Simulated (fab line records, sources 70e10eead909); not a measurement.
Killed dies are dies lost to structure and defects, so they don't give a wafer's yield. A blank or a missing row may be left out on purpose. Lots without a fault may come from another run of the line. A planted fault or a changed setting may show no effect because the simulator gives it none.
Chamber matching | flow nand_harc | NHARC_P_BONDPAD_CMP_19 on cmp-04: 4 sister chambers
The step polishes, t overpolish 30 s, cu recess touch 16 s, target thk 160.81 nm. 16 wafers are shown with their chamber, then 8 later ones without.

WAFERS WITH THEIR CHAMBER
wafer  | chamber | motor_current_A (A) | overpolish_run_s (s)
L074.1 | 0       | 11.7                | 30.007
L074.5 | 2       | 14.3                | 30.007
L074.6 | 1       | 13.8                | 29.980
L077.4 | 3       | 12.0                | 30.013
L077.5 | 1       | 12.9                | 29.985
L077.6 | 2       | 14.7                | 29.988
L082.1 | 1       | 13.8                | 30.003
L082.3 | 2       | 15.0                | 30.009
L082.5 | 3       | 11.9                | 29.995
L085.3 | 0       | 12.6                | 30.012
L085.5 | 2       | 13.7                | 30.013
L085.6 | 3       | 11.6                | 30.010
L088.1 | 3       | 12.0                | 29.997
L088.3 | 1       | 14.2                | 30.003
L088.6 | 3       | 11.8                | 30.000
L090.2 | 0       | 11.5                | 30.000

SIGNATURES (means of the wafers above)
reading          | chamber 0 | chamber 1 | chamber 2 | chamber 3 | scatter within a chamber
motor_current_A  | 11.933    | 13.675    | 14.425    | 11.860    | 0.47
overpolish_run_s | 30.00633  | 29.99275  | 30.00425  | 30.00300  | 0.00972
Rule: a wafer's distance from a chamber is the root of the sum, over the readings, of the square of ((its reading less the chamber's mean) divided by the reading's scatter). The wafer belongs to the nearest chamber; if the next one is less than 2 further off, it can't be placed. The scatter: the root of (the sum of the squares of (reading less its chamber's mean) over the shown wafers, divided by (wafers less chambers)).

WAFERS WITHOUT THEIR CHAMBER
wafer  | motor_current_A (A) | overpolish_run_s (s)
L090.3 | 13.3                | 30.003
L090.4 | 11.6                | 30.006
L093.2 | 11.2                | 30.001
L093.4 | 14.4                | 30.006
L093.5 | 13.2                | 30.005
L095.3 | 14.1                | 30.001
L095.5 | 11.5                | 30.005
L095.6 | 11.9                | 29.975

WHICH CHAMBER EACH WENT THROUGH
wafer  | from the rows above               | in truth
L090.3 | can't be placed: 1 or 2 or 0 or 3 | 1
L090.4 | can't be placed: 3 or 0           | 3
L093.2 | can't be placed: 3 or 0           | 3
L093.4 | can't be placed: 2 or 1           | 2
L093.5 | can't be placed: 1 or 2 or 0 or 3 | 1
L095.3 | can't be placed: 2 or 1           | 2
L095.5 | can't be placed: 3 or 0           | 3
L095.6 | can't be placed: 3 or 0 or 1      | 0
Placed correctly: 0 of 8. Can't be placed from these rows: 8 (the true chamber is among the candidates in 8). Placed wrongly: 0.
